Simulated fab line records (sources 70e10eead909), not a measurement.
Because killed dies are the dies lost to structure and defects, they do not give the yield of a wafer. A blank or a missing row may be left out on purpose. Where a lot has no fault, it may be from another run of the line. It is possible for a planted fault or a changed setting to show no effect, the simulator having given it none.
fab line records	flow nandHarc
[record] lots = 24	wafers = 72	lastDay = 33
route steps=1302 shown A_CONTACT@1094 A_BLC@1124 A_M1@1194
lots that met no fault: from a run of the same line without faults
startH: the number of hours between the record's first day and the start of the first shown wafer of the lot	waitH: how many hours have passed since the lot's step before this one	" identical to the entry in the row above	L1.1+2: one row covering several wafers at once	- no value present, or no start provided	* or withheld: withheld	< > ~ a bound
route shown NAME@n: names a module that has steps shown in the file, with the first one's number in the route	usual: mean and standard deviation over wafers with no fault	same: alike in all rows	chamber/n: place in a boat	sites: readings site by site	_std_site: how widely they spread, as a standard deviation	_edge_site: inner sites' mean taken away from outer sites' mean	radiusMm: for every site, how far away it sits from the centre of the wafer	mask NAME#n: copy n	behind: the tool/chamber that last shaped the wafer	hold: the reason the lot was held/the length of the hold in hours/how it ended	device: the n, p or np transistor that did not switch	end of line: the tests these same wafers got at the end of their route	step lacking rows: just its recipe	killed: dies that structure and defects cost at the first sort, which is not the same as the wafer's yield	map: per-die view of a wafer (x killed, . not killed, _ where there is no die)
set.NAME: the setting as run; set.NAME@STEP: as run at that earlier step	model.NAME: the simulator's own value behind a step, which no gauge read
a sample of lots followed through the steps of the route, with each step as a table and each wafer as a row
services: from which hour (startH, from the record's first day; less than 0 if before it) a tool's chamber was out of use, for how many hours, and why
[[steps]]
[step NHARC_A_CONTACT_CD_MEAS_15]
[usual] cdNm = 190.1/0.64
lot.wafer	tool	chamber	startH	waitH	cdNm
L074.1	cdSem-03	-	509.12	-	190.2
L074.2	"	-	"	"	189.5
L074.5	"	-	"	"	190.6
L076.1	cdSem-02	-	524.82	-	190.6
L076.3	"	-	"	"	190.0
L076.6	"	-	"	"	189.7
L075.1	cdSem-01	-	525.83	-	189.2
L075.2	"	-	"	"	189.8
L075.5	"	-	"	"	189.5
L077.1	cdSem-03	-	547.96	-	189.2
L077.2	"	-	"	"	190.2
L077.5	"	-	"	"	189.7
L079.3	cdSem-01	-	554.97	-	189.0
L079.4	"	-	"	"	189.2
L079.6	"	-	"	"	189.8
L078.4	cdSem-01	-	558.74	-	190.8
L078.5	"	-	"	"	190.6
L078.6	"	-	"	"	191.3
L082.2	cdSem-03	-	580.00	-	190.2
L082.4	"	-	"	"	190.5
L082.6	"	-	"	"	189.7
L081.2	cdSem-03	-	583.54	-	189.6
L081.4	"	-	"	"	191.2
L081.5	"	-	"	"	191.1
L080.2	cdSem-01	-	586.66	-	189.8
L080.4	"	-	"	"	190.3
L080.5	"	-	"	"	189.4
L084.1	cdSem-03	-	610.61	-	190.0
L084.2	"	-	"	"	190.6
L084.3	"	-	"	"	190.6
L083.2	cdSem-02	-	615.17	-	189.8
L083.3	"	-	"	"	190.4
L083.5	"	-	"	"	189.1
L085.1	cdSem-02	-	617.73	-	189.8
L085.3	"	-	"	"	189.5
L085.6	"	-	"	"	190.0
L086.2	cdSem-02	-	629.10	-	190.2
L086.4	"	-	"	"	189.7
L086.6	"	-	"	"	190.4
L087.1	cdSem-01	-	642.05	-	190.5
L087.2	"	-	"	"	189.9
L087.6	"	-	"	"	190.9
L088.3	cdSem-02	-	658.22	-	189.7
L088.5	"	-	"	"	190.0
L088.6	"	-	"	"	189.4
L089.2	cdSem-01	-	660.56	-	189.7
L089.4	"	-	"	"	190.1
L089.5	"	-	"	"	189.7
L091.2	cdSem-01	-	680.72	-	189.3
L091.3	"	-	"	"	189.2
L091.6	"	-	"	"	190.6
L090.1	cdSem-01	-	680.96	-	190.6
L090.2	"	-	"	"	191.1
L090.3	"	-	"	"	189.9
L092.1	cdSem-03	-	684.77	-	190.4
L092.3	"	-	"	"	191.4
L092.5	"	-	"	"	191.4
L093.3	cdSem-02	-	697.94	-	191.0
L093.5	"	-	"	"	190.3
L093.6	"	-	"	"	189.7
L094.1	cdSem-02	-	706.77	-	190.5
L094.4	"	-	"	"	190.1
L094.5	"	-	"	"	190.7
L095.1	cdSem-03	-	727.85	-	190.9
L095.4	"	-	"	"	191.5
L095.5	"	-	"	"	191.8
L096.4	cdSem-01	-	729.59	-	189.3
L096.5	"	-	"	"	190.6
L096.6	"	-	"	"	189.1
L097.1	cdSem-01	-	751.48	-	189.0
L097.3	"	-	"	"	191.1
L097.4	"	-	"	"	190.8
[step NHARC_A_CONTACT_ETCH_110]
[recipe] targetDepthA = 600	overetchA = 60	timeS = 33	ionEnergyEv = 100	cf4FlowSccm = 80	o2FlowSccm = 20	arFlowSccm = 0	rfW = 300	biasW = 100	chemistry = CF4/O2
[usual] drypumpMotorCurrentA = 5.7/0.57	oesProductAu = 1.001/0.014	rfVppV = 197.5/1.1	showerheadPlenumPTorr = 1.32/0.045	throttleValvePct = 13.399/0.0089
lot.wafer	tool	chamber	startH	waitH	drypumpMotorCurrentA	oesProductAu	rfHoursCounterH	rfVppV	showerheadPlenumPTorr	throttleValvePct
L074.1	rieDiel-06	0	509.41	0.1	5.0	0.993	3	197.0	1.32	13.400
L074.2	"	2	"	"	5.6	1.004	3	196.0	1.26	13.388
L074.5	"	3	"	"	6.5	1.015	-	197.9	1.36	13.389
L076.1	rieDiel-06	0	525.14	0.1	5.0	1.003	7	198.7	1.32	13.406
L076.3	"	1	"	"	6.2	1.008	7	197.3	1.40	13.402
L076.6	"	3	"	"	6.5	1.005	-	199.4	1.36	13.403
L075.1	rieDiel-01	1	526.20	0.1	4.8	0.977	43	196.9	1.31	13.407
L075.2	"	3	"	"	5.6	1.011	46	196.1	1.30	13.393
L075.5	"	0	"	"	6.3	1.037	-	197.9	1.28	13.392
L077.1	rieDiel-06	1	548.26	0.1	6.3	1.008	11	200.5	1.40	13.404
L077.2	"	3	"	"	6.5	1.005	11	199.0	1.36	13.399
L077.5	"	1	"	"	6.2	1.006	-	199.7	1.40	13.392
L079.4	rieDiel-01	1	555.26	0.1	4.8	0.973	56	195.8	1.31	13.409
L079.3	"	3	"	"	5.6	1.001	58	197.9	1.30	13.392
L079.6	"	1	"	"	4.8	0.982	-	197.3	1.31	13.374
L078.4	rieDiel-06	1	559.06	0.1	6.2	1.008	11	198.0	1.40	13.414
L078.5	"	1	"	"	6.2	1.001	-	199.4	1.40	13.401
L078.6	"	2	"	"	5.6	0.997	-	196.3	1.26	13.401
L082.4	rieDiel-06	0	580.65	0.0	5.0	0.985	17	198.1	1.32	13.389
L082.2	"	1	"	"	6.2	0.981	18	199.4	1.40	13.406
L082.6	"	0	"	"	5.0	1.000	-	198.1	1.32	13.396
L081.2	rieDiel-01	3	583.89	0.1	5.6	1.040	6	195.8	1.30	13.366
L081.4	"	0	"	"	6.3	1.028	4	197.1	1.27	13.410
L081.5	"	3	"	"	5.6	1.038	-	197.6	1.30	13.409
L080.4	rieDiel-01	3	587.00	0.1	5.6	1.030	6	197.6	1.30	13.404
L080.2	"	1	"	"	4.8	1.001	5	196.1	1.31	13.388
L080.5	"	3	"	"	5.6	1.044	-	197.4	1.30	13.397
L084.2	rieDiel-01	2	610.91	0.1	5.3	0.990	14	198.8	1.32	13.419
L084.1	"	3	"	"	5.6	1.041	15	198.4	1.30	13.398
L084.3	"	1	"	"	4.8	0.993	13	197.2	1.31	13.399
L083.3	rieDiel-13	0	615.46	0.1	5.3	1.007	33	197.3	1.33	13.395
L083.2	"	1	"	"	5.7	1.002	25	197.2	1.29	13.397
L083.5	"	1	"	"	5.7	1.001	-	196.1	1.28	13.386
L085.3	rieDiel-06	0	618.04	0.1	5.0	0.993	25	196.5	1.32	13.392
L085.1	"	1	"	"	6.2	0.997	25	199.1	1.39	13.389
L085.6	"	2	"	"	5.6	0.989	-	196.2	1.26	13.397
L086.2	rieDiel-06	3	629.39	0.1	6.5	0.997	26	198.8	1.36	13.397
L086.4	"	0	"	"	5.0	1.006	26	198.3	1.32	13.397
L086.6	"	2	"	"	5.6	0.994	-	197.1	1.26	13.398
L087.1	rieDiel-06	2	642.36	0.1	5.6	1.001	25	195.7	1.25	13.391
L087.2	"	3	"	"	6.5	0.998	28	198.4	1.36	13.388
L087.6	"	2	"	"	5.6	1.000	-	196.5	1.25	13.417
L088.3	rieDiel-06	2	658.52	0.1	5.6	0.983	30	195.9	1.25	13.400
L088.6	"	3	"	"	6.5	1.002	-	198.0	1.36	13.397
L088.5	"	0	"	"	5.0	1.002	-	198.0	1.32	13.399
L089.2	rieDiel-13	2	660.86	0.1	5.9	0.972	41	197.3	1.28	13.414
L089.4	"	3	"	"	6.2	0.987	39	198.0	1.30	13.403
L089.5	"	1	"	"	5.7	1.005	-	196.4	1.28	13.392
L091.3	rieDiel-01	3	681.05	0.1	5.6	1.026	38	198.0	1.29	13.400
L091.2	"	0	"	"	6.3	1.029	35	196.0	1.27	13.382
L091.6	"	0	"	"	6.3	1.029	-	196.8	1.27	13.399
L090.2	rieDiel-06	3	681.25	0.1	6.5	0.994	2	198.3	1.35	13.404
L090.1	"	0	"	"	5.0	0.987	3	198.2	1.32	13.412
L090.3	"	2	"	"	5.6	1.011	2	197.4	1.25	13.412
L092.1	rieDiel-06	3	685.07	0.1	6.5	0.978	2	197.6	1.35	13.406
L092.3	"	0	"	"	5.0	0.999	3	196.4	1.32	13.395
L092.5	"	2	"	"	5.6	1.009	-	195.0	1.25	13.402
L093.3	rieDiel-06	3	698.24	0.1	6.5	0.983	5	198.0	1.35	13.388
L093.6	"	0	"	"	5.0	0.990	-	197.1	1.32	13.396
L093.5	"	1	"	"	6.2	0.992	-	198.4	1.39	13.387
L094.1	rieDiel-01	1	707.13	0.0	4.8	1.003	41	197.2	1.30	13.398
L094.4	"	0	"	"	6.3	1.022	46	197.6	1.27	13.397
L094.5	"	1	"	"	4.8	0.998	-	197.7	1.30	13.413
L095.1	rieDiel-06	0	728.14	0.1	5.0	0.985	11	197.9	1.32	13.394
L095.4	"	1	"	"	6.2	0.998	12	198.2	1.39	13.400
L095.5	"	1	"	"	6.2	0.997	-	198.2	1.39	13.392
L096.4	rieDiel-06	0	729.88	0.1	5.0	0.987	11	197.9	1.32	13.397
L096.5	"	2	"	"	5.6	1.009	-	195.0	1.25	13.405
L096.6	"	3	"	"	6.5	0.991	-	199.8	1.35	13.403
L097.4	rieDiel-06	3	752.55	0.8	6.5	0.995	16	197.9	1.35	13.405
L097.1	"	0	"	"	5.0	0.995	15	197.4	1.31	13.395
L097.3	"	2	"	"	5.6	1.008	16	195.6	1.25	13.405
[step NHARC_A_CONTACT_CVD_19]
[recipe] targetThkA = 3000	tempC = 300	pressureTorr = 40	wf6FlowSccm = 40	h2FlowSccm = 1600	arFlowSccm = 1560	timeS = 802	material = W
[usual] heaterPowerW = 470/17	throttleValvePct = 7.9/0.44
lot.wafer	tool	chamber	startH	waitH	heaterPowerW	throttleValvePct
L074.2	cvdW-02	1	-	-	460	8.2
L074.1	"	0	"	"	473	7.1
L074.5	"	1	"	"	457	8.0
L076.1	cvdW-01	0	-	-	463	8.7
L076.3	"	1	"	"	469	7.9
L076.6	"	0	"	"	454	8.3
L075.1	cvdW-02	1	-	-	444	7.9
L075.2	"	0	"	"	467	7.3
L075.5	"	1	"	"	450	8.2
L077.2	cvdW-02	0	-	-	479	7.2
L077.1	"	1	"	"	455	8.4
L077.5	"	1	"	"	455	8.1
L079.4	cvdW-02	0	-	-	476	7.2
L079.3	"	1	"	"	454	7.8
L079.6	"	0	"	"	459	7.2
L078.4	cvdW-01	0	-	-	484	8.2
L078.5	"	1	"	"	474	7.6
L078.6	"	0	"	"	488	8.3
L082.2	cvdW-02	0	-	-	478	7.3
L082.4	"	1	"	"	455	8.1
L082.6	"	1	"	"	449	8.0
L081.2	cvdW-01	0	-	-	487	8.2
L081.4	"	0	"	"	495	8.5
L081.5	"	0	"	"	504	8.1
L080.2	cvdW-01	0	-	-	488	8.2
L080.4	"	0	"	"	491	8.4
L080.5	"	0	"	"	478	8.4
L084.2	cvdW-02	1	-	-	455	8.0
L084.1	"	0	"	"	474	7.3
L084.3	"	0	"	"	474	7.2
L083.2	cvdW-02	1	-	-	469	8.3
L083.3	"	1	"	"	449	8.2
L083.5	"	1	"	"	458	8.1
L085.1	cvdW-01	1	-	-	475	7.6
L085.3	"	1	"	"	456	7.5
L085.6	"	1	"	"	466	7.7
L086.2	cvdW-02	0	-	-	470	7.3
L086.4	"	1	"	"	457	8.1
L086.6	"	0	"	"	477	7.4
L087.2	cvdW-01	1	-	-	452	7.9
L087.1	"	0	"	"	493	8.4
L087.6	"	0	"	"	494	8.4
L088.3	cvdW-01	0	-	-	491	8.5
L088.6	"	0	"	"	489	8.1
L088.5	"	1	"	"	476	7.8
L089.2	cvdW-01	1	-	-	467	7.9
L089.4	"	0	"	"	484	8.2
L089.5	"	1	"	"	475	7.7
L091.2	cvdW-02	0	-	-	460	7.4
L091.3	"	1	"	"	428	8.0
L091.6	"	0	"	"	463	7.2
L090.1	cvdW-01	0	-	-	504	8.4
L090.2	"	1	"	"	482	7.8
L090.3	"	1	"	"	470	7.9
L092.1	cvdW-01	0	-	-	493	8.7
L092.3	"	1	"	"	469	7.5
L092.5	"	1	"	"	488	7.7
L093.3	cvdW-01	1	-	-	472	7.8
L093.5	"	1	"	"	463	7.5
L093.6	"	0	"	"	497	8.3
L094.1	cvdW-01	1	-	-	471	7.9
L094.4	"	0	"	"	495	8.3
L094.5	"	0	"	"	503	8.2
L095.1	cvdW-02	0	-	-	466	7.4
L095.4	"	0	"	"	453	7.1
L095.5	"	0	"	"	467	7.5
L096.4	cvdW-02	0	-	-	453	7.3
L096.6	"	0	"	"	464	7.3
L096.5	"	1	"	"	442	8.3
L097.1	cvdW-01	1	-	-	461	7.6
L097.3	"	0	"	"	450	8.2
L097.4	"	1	"	"	480	7.2
[step NHARC_A_BLC_CD_MEAS_19]
[usual] cdNm = 99.9/2.8
lot.wafer	tool	chamber	startH	waitH	cdNm
L074.1	cdSem-01	-	513.22	-	101.9
L074.2	"	-	"	"	101.3
L074.5	"	-	"	"	105.3
L076.1	cdSem-02	-	528.98	-	101.4
L076.3	"	-	"	"	101.5
L076.6	"	-	"	"	105.5
L075.1	cdSem-03	-	530.04	-	103.7
L075.2	"	-	"	"	100.1
L075.5	"	-	"	"	102.7
L077.1	cdSem-01	-	552.06	-	102.0
L077.2	"	-	"	"	99.3
L077.5	"	-	"	"	103.0
L079.3	cdSem-03	-	559.07	-	99.9
L079.4	"	-	"	"	99.5
L079.6	"	-	"	"	100.2
L078.4	cdSem-02	-	563.06	-	99.3
L078.5	"	-	"	"	100.3
L078.6	"	-	"	"	100.4
L082.2	cdSem-01	-	584.46	-	101.8
L082.4	"	-	"	"	100.2
L082.6	"	-	"	"	99.7
L081.2	cdSem-02	-	588.45	-	99.2
L081.4	"	-	"	"	99.3
L081.5	"	-	"	"	98.2
L080.2	cdSem-03	-	591.57	-	99.3
L080.4	"	-	"	"	95.7
L080.5	"	-	"	"	98.2
L084.1	cdSem-02	-	614.59	-	96.6
L084.2	"	-	"	"	95.7
L084.3	"	-	"	"	99.7
L083.2	cdSem-03	-	619.26	-	97.4
L083.3	"	-	"	"	97.6
L083.5	"	-	"	"	96.5
L085.1	cdSem-01	-	621.82	-	101.3
L085.3	"	-	"	"	103.3
L085.6	"	-	"	"	100.7
L086.2	cdSem-03	-	633.27	-	97.8
L086.4	"	-	"	"	97.2
L086.6	"	-	"	"	100.4
L087.1	cdSem-01	-	646.32	-	102.8
L087.2	"	-	"	"	96.4
L087.6	"	-	"	"	98.1
L088.3	cdSem-01	-	662.39	-	100.9
L088.5	"	-	"	"	104.2
L088.6	"	-	"	"	99.3
L089.2	cdSem-02	-	664.83	-	104.8
L089.4	"	-	"	"	102.3
L089.5	"	-	"	"	97.9
L091.2	cdSem-02	-	684.77	-	95.3
L091.3	"	-	"	"	95.1
L091.6	"	-	"	"	96.2
L090.1	cdSem-01	-	685.08	-	103.2
L090.2	"	-	"	"	99.9
L090.3	"	-	"	"	100.3
L092.1	cdSem-03	-	688.72	-	101.2
L092.3	"	-	"	"	101.2
L092.5	"	-	"	"	102.9
L093.3	cdSem-01	-	702.22	-	95.5
L093.5	"	-	"	"	95.9
L093.6	"	-	"	"	99.2
L094.1	cdSem-03	-	710.92	-	97.7
L094.4	"	-	"	"	93.6
L094.5	"	-	"	"	99.0
L095.1	cdSem-03	-	731.80	-	99.5
L095.4	"	-	"	"	99.9
L095.5	"	-	"	"	104.4
L096.4	cdSem-01	-	733.67	-	95.6
L096.5	"	-	"	"	104.2
L096.6	"	-	"	"	100.6
L097.1	cdSem-02	-	756.55	-	102.8
L097.3	"	-	"	"	100.2
L097.4	"	-	"	"	99.1
[step NHARC_A_BLC_STRIP_29]
[recipe] cf4FlowSccm = 150	arFlowSccm = 0	biasW = 0	chemistry = CF4
[usual] drypumpMotorCurrentA = 6.0/0.39	oesProductAu = 1.002/0.014	rfVppV = 59.3/0.93	showerheadPlenumPTorr = 1.74/0.059	throttleValvePct = 13.284/0.009
lot.wafer	tool	chamber	startH	waitH	drypumpMotorCurrentA	oesProductAu	rfHoursCounterH	rfVppV	showerheadPlenumPTorr	throttleValvePct
L074.1	rieDiel-03	1	513.31	0.1	6.7	1.008	3	59.8	1.79	13.284
L074.2	"	3	"	"	6.2	0.987	4	59.2	1.76	13.286
L074.5	"	1	"	"	6.7	1.008	-	57.9	1.79	13.277
L076.3	rieDiel-09	0	529.07	0.1	6.0	1.029	2	58.6	1.66	13.268
L076.1	"	1	"	"	5.7	1.013	1	61.5	1.86	13.293
L076.6	"	3	"	"	6.1	1.013	-	58.8	1.71	13.295
L075.1	rieDiel-09	2	530.12	0.1	6.0	0.998	1	60.2	1.72	13.282
L075.2	"	1	"	"	5.7	1.007	1	60.2	1.86	13.273
L075.5	"	3	"	"	6.1	0.994	-	58.7	1.71	13.281
L077.2	rieDiel-09	3	552.15	0.1	6.1	1.004	3	57.8	1.71	13.288
L077.1	"	0	"	"	6.0	1.022	3	59.1	1.66	13.283
L077.5	"	3	"	"	6.1	0.994	-	59.5	1.71	13.274
L079.4	rieDiel-07	0	559.14	0.1	5.5	0.997	22	60.0	1.83	13.295
L079.3	"	3	"	"	5.0	0.996	21	60.0	1.74	13.270
L079.6	"	1	"	"	6.2	0.993	-	59.8	1.80	13.278
L078.4	rieDiel-09	3	563.15	0.1	6.1	1.001	3	58.0	1.71	13.284
L078.6	"	1	"	"	5.7	1.009	-	60.7	1.85	13.299
L078.5	"	2	"	"	6.0	1.003	-	59.5	1.72	13.284
L082.4	rieDiel-03	2	584.55	0.1	5.9	1.008	9	59.7	1.67	13.279
L082.2	"	3	"	"	6.2	1.000	10	60.6	1.76	13.280
L082.6	"	1	"	"	6.6	0.996	-	60.4	1.79	13.289
L081.2	rieDiel-03	0	588.55	0.1	5.7	1.029	10	57.2	1.68	13.258
L081.4	"	1	"	"	6.6	1.005	9	59.6	1.79	13.280
L081.5	"	2	"	"	5.9	1.013	-	57.7	1.67	13.287
L080.2	rieDiel-03	0	591.65	0.1	5.7	1.016	10	58.1	1.68	13.277
L080.4	"	2	"	"	5.9	1.016	9	58.6	1.67	13.293
L080.5	"	3	"	"	6.2	0.993	-	59.5	1.76	13.274
L084.3	rieDiel-03	3	614.66	0.1	6.2	0.987	12	60.6	1.76	13.274
L084.2	"	0	"	"	5.7	1.001	12	58.8	1.68	13.284
L084.1	"	1	"	"	6.7	0.984	11	59.6	1.79	13.275
L083.2	rieDiel-03	2	619.34	0.1	5.9	0.998	12	57.4	1.67	13.268
L083.3	"	1	"	"	6.6	0.987	12	59.0	1.79	13.296
L083.5	"	1	"	"	6.6	0.974	-	60.8	1.79	13.282
L085.3	rieDiel-07	1	621.89	0.1	6.2	1.003	52	59.5	1.79	13.276
L085.1	"	0	"	"	5.6	0.998	44	59.4	1.82	13.289
L085.6	"	2	"	"	6.2	0.995	-	58.8	1.71	13.281
L086.2	rieDiel-03	1	633.36	0.1	6.7	0.987	14	59.6	1.79	13.280
L086.4	"	2	"	"	5.9	1.013	13	59.8	1.67	13.282
L086.6	"	3	"	"	6.2	0.980	-	59.6	1.76	13.282
L087.1	rieDiel-03	0	646.40	0.1	5.7	1.002	0	57.9	1.68	13.289
L087.2	"	1	"	"	6.6	0.988	0	59.5	1.79	13.292
L087.6	"	1	"	"	6.7	0.992	-	59.0	1.79	13.271
L088.3	rieDiel-07	2	662.50	0.1	6.2	1.014	0	57.8	1.71	13.271
L088.6	"	3	"	"	5.0	0.994	-	59.6	1.74	13.286
L088.5	"	0	"	"	5.5	0.975	-	60.3	1.82	13.279
L089.2	rieDiel-03	3	664.90	0.1	6.2	0.995	1	59.7	1.76	13.286
L089.4	"	1	"	"	6.6	0.987	1	59.3	1.79	13.293
L089.5	"	3	"	"	6.2	1.001	-	60.0	1.76	13.303
L091.2	rieDiel-03	1	684.85	0.1	6.6	0.995	4	59.9	1.79	13.281
L091.3	"	2	"	"	5.9	1.020	4	60.1	1.67	13.289
L091.6	"	0	"	"	5.7	0.996	-	57.9	1.67	13.286
L090.1	rieDiel-07	0	685.15	0.1	5.6	0.968	9	58.8	1.82	13.287
L090.3	"	1	"	"	6.2	1.013	7	61.7	1.79	13.280
L090.2	"	2	"	"	6.2	0.987	7	58.5	1.71	13.282
L092.3	rieDiel-09	1	688.80	0.1	5.6	1.005	0	60.6	1.85	13.284
L092.1	"	2	"	"	6.0	1.000	0	58.9	1.72	13.272
L092.5	"	0	"	"	6.0	1.032	-	58.6	1.66	13.274
L093.3	rieDiel-09	0	702.32	0.1	6.0	1.031	2	59.1	1.66	13.277
L093.6	"	2	"	"	6.0	1.018	-	59.2	1.72	13.277
L093.5	"	0	"	"	6.0	1.033	-	59.3	1.66	13.291
L094.1	rieDiel-03	0	710.99	0.1	5.7	0.997	5	58.3	1.67	13.281
L094.4	"	3	"	"	6.2	1.001	5	59.8	1.76	13.271
L094.5	"	0	"	"	5.7	0.993	-	59.6	1.67	13.277
L095.1	rieDiel-03	0	731.88	0.1	5.7	0.989	7	58.3	1.67	13.287
L095.4	"	2	"	"	5.9	1.020	8	57.9	1.67	13.287
L095.5	"	0	"	"	5.7	1.001	-	60.2	1.67	13.290
L096.4	rieDiel-07	2	733.74	0.1	6.2	1.001	21	58.7	1.70	13.277
L096.6	"	2	"	"	6.2	1.013	-	58.9	1.70	13.278
L096.5	"	3	"	"	5.0	1.017	-	59.7	1.73	13.284
L097.3	rieDiel-03	2	756.62	0.1	5.9	1.026	10	58.2	1.67	13.305
L097.1	"	0	"	"	5.7	1.000	9	58.6	1.67	13.281
L097.4	"	2	"	"	5.9	1.026	-	60.1	1.67	13.267
[step NHARC_A_M1_ANNEAL_31]
[recipe] tempC = 225	timeS = 90
[usual] wafer_temp_C_max = 226.5/0.6
lot.wafer	tool	chamber	startH	waitH	wafer_temp_C_max
L074.1	rtpAnneal-01	0	522.39	0.3	226.7
L074.2	"	0	"	"	226.9
L074.5	"	0	"	"	227.2
L076.1	rtpAnneal-01	0	537.88	-	226.5
L076.3	"	0	"	"	227.2
L076.6	"	0	"	"	227.0
L075.1	rtpAnneal-02	0	538.81	0.3	226.4
L075.2	"	0	"	"	225.8
L075.5	"	0	"	"	225.9
L077.1	rtpAnneal-02	0	560.97	-	226.1
L077.2	"	0	"	"	225.8
L077.5	"	0	"	"	226.0
L079.3	rtpAnneal-01	0	568.30	0.5	227.0
L079.4	"	0	"	"	228.3
L079.6	"	0	"	"	226.4
L078.4	rtpAnneal-01	0	572.21	-	227.2
L078.5	"	0	"	"	226.8
L078.6	"	0	"	"	227.1
L082.2	rtpAnneal-01	0	593.81	0.4	226.8
L082.4	"	0	"	"	226.9
L082.6	"	0	"	"	227.4
L081.2	rtpAnneal-02	0	597.61	0.3	226.1
L081.4	"	0	"	"	226.1
L081.5	"	0	"	"	226.3
L080.2	rtpAnneal-01	0	600.67	-	226.4
L080.4	"	0	"	"	227.3
L080.5	"	0	"	"	226.9
L084.1	rtpAnneal-02	0	623.40	-	225.9
L084.2	"	0	"	"	226.2
L084.3	"	0	"	"	226.0
L083.2	rtpAnneal-02	0	628.28	0.4	225.8
L083.3	"	0	"	"	226.0
L083.5	"	0	"	"	225.8
L085.1	rtpAnneal-02	0	630.69	-	226.3
L085.3	"	0	"	"	226.2
L085.6	"	0	"	"	226.1
L086.2	rtpAnneal-02	0	642.21	0.3	226.0
L086.4	"	0	"	"	225.9
L086.6	"	0	"	"	226.0
L087.1	rtpAnneal-01	0	655.64	-	226.5
L087.2	"	0	"	"	226.9
L087.6	"	0	"	"	226.9
L088.3	rtpAnneal-01	0	671.27	-	226.9
L088.5	"	0	"	"	226.3
L088.6	"	0	"	"	227.7
L089.2	rtpAnneal-01	0	673.80	-	227.2
L089.4	"	0	"	"	226.9
L089.5	"	0	"	"	226.8
L091.2	rtpAnneal-01	0	693.80	0.4	226.8
L091.3	"	0	"	"	227.7
L091.6	"	0	"	"	226.9
L090.1	rtpAnneal-02	0	694.64	-	225.7
L090.2	"	0	"	"	225.8
L090.3	"	0	"	"	225.8
L092.1	rtpAnneal-02	0	697.52	0.3	226.0
L092.3	"	0	"	"	225.7
L092.5	"	0	"	"	226.2
L093.3	rtpAnneal-01	0	711.31	-	227.2
L093.5	"	0	"	"	226.9
L093.6	"	0	"	"	226.6
L094.1	rtpAnneal-02	0	719.68	-	226.2
L094.4	"	0	"	"	226.0
L094.5	"	0	"	"	225.9
L095.1	rtpAnneal-02	0	740.76	0.3	226.6
L095.4	"	0	"	"	226.1
L095.5	"	0	"	"	226.2
L096.4	rtpAnneal-02	0	743.60	0.4	225.6
L096.5	"	0	"	"	225.9
L096.6	"	0	"	"	225.9
L097.1	rtpAnneal-01	0	765.51	0.3	227.7
L097.3	"	0	"	"	227.1
L097.4	"	0	"	"	226.8
[[services]]
tool	chamber	startH	hours	kind
rieDiel-09	-	491.30	1.5	repair
rieDiel-09	-	497.31	9.0	pm
rieDiel-09	-	517.32	0.3	repair
rieDiel-09	3	533.60	1.4	repair
rieDiel-01	-	539.76	0.4	repair
cvdW-01	-	547.00	13.0	pm
rieDiel-01	-	560.59	9.0	pm
cvdW-01	1	569.89	21.2	repair
rieDiel-06	2	586.16	8.3	repair
rieDiel-03	3	614.82	6.3	repair
rieDiel-09	2	624.18	10.4	repair
cvdW-02	-	631.00	13.0	pm
rieDiel-03	-	635.30	9.0	pm
rieDiel-09	2	644.35	24.0	repair
rieDiel-06	-	661.24	9.0	pm
rieDiel-01	1	671.97	9.8	repair
rieDiel-09	-	674.31	9.0	pm
rieDiel-03	0	702.93	3.4	repair
rieDiel-01	3	716.07	5.5	repair
cvdW-01	-	728.00	13.0	pm
rieDiel-01	0	732.07	7.7	repair
rieDiel-01	-	737.59	9.0	pm
rtpAnneal-02	-	744.20	12.0	pm
rieDiel-03	1	754.22	4.2	repair
[[key]]
fault none
